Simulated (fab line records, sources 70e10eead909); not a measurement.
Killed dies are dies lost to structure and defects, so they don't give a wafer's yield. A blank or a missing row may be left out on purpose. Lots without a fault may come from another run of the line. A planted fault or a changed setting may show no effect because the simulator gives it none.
Chamber matching | flow nand_harc | NHARC_A_STAIRCASE_TRIM_20 on rie_diel-07: 4 sister chambers
The step chemistry O2, time 211.2 s. 16 wafers are shown with their chamber, then 8 later ones without.

WAFERS WITH THEIR CHAMBER
wafer  | chamber | showerhead_plenum_p_Torr (Torr) | drypump_motor_current_A (A) | oes_product_au (a.u.)
L593.3 | 2       | 3.34                            | 5.6                         | 0.999
L593.4 | 3       | 3.66                            | 5.9                         | 1.027
L593.6 | 1       | 3.51                            | 6.0                         | 1.003
L594.1 | 0       | 3.50                            | 5.1                         | 0.988
L594.2 | 2       | 3.34                            | 5.7                         | 1.008
L594.6 | 2       | 3.34                            | 5.6                         | 0.989
L598.1 | 2       | 3.33                            | 5.7                         | 0.999
L598.2 | 3       | 3.65                            | 5.9                         | 1.018
L598.3 | 1       | 3.50                            | 6.0                         | 0.978
L599.1 | 3       | 3.65                            | 5.8                         | 1.015
L599.3 | 1       | 3.50                            | 6.0                         | 0.993
L599.5 | 2       | 3.33                            | 5.6                         | 1.018
L601.3 | 1       | 3.49                            | 6.0                         | 0.998
L601.4 | 3       | 3.64                            | 5.9                         | 1.015
L601.6 | 1       | 3.49                            | 6.0                         | 0.989
L603.2 | 2       | 3.32                            | 5.7                         | 1.007

SIGNATURES (means of the wafers above)
reading                  | chamber 0 | chamber 1 | chamber 2 | chamber 3 | scatter within a chamber
showerhead_plenum_p_Torr | 3.5000    | 3.4980    | 3.3333    | 3.6500    | 0.00823
drypump_motor_current_A  | 5.100     | 6.000     | 5.650     | 5.875     | 0.0433
oes_product_au           | 0.98800   | 0.99220   | 1.00333   | 1.01875   | 0.00891
Rule: a wafer's distance from a chamber is the root of the sum, over the readings, of the square of ((its reading less the chamber's mean) divided by the reading's scatter). The wafer belongs to the nearest chamber; if the next one is less than 2 further off, it can't be placed. The scatter: the root of (the sum of the squares of (reading less its chamber's mean) over the shown wafers, divided by (wafers less chambers)).

WAFERS WITHOUT THEIR CHAMBER
wafer  | showerhead_plenum_p_Torr (Torr) | drypump_motor_current_A (A) | oes_product_au (a.u.)
L603.5 | 3.32                            | 5.7                         | 1.009
L603.6 | 3.49                            | 6.1                         | 1.004
L608.3 | 3.47                            | 5.1                         | 1.003
L608.4 | 3.31                            | 5.7                         | 1.005
L608.6 | 3.63                            | 5.9                         | 0.995
L611.4 | 3.47                            | 5.1                         | 0.991
L611.5 | 3.48                            | 6.0                         | 1.001
L611.6 | 3.31                            | 5.7                         | 0.999

WHICH CHAMBER EACH WENT THROUGH
wafer  | from the rows above | in truth
L603.5 | 2                   | 2
L603.6 | 1                   | 1
L608.3 | 0                   | 0
L608.4 | 2                   | 2
L608.6 | 3                   | 3
L611.4 | 0                   | 0
L611.5 | 1                   | 1
L611.6 | 2                   | 2
Placed correctly: 8 of 8. Can't be placed from these rows: 0. Placed wrongly: 0.
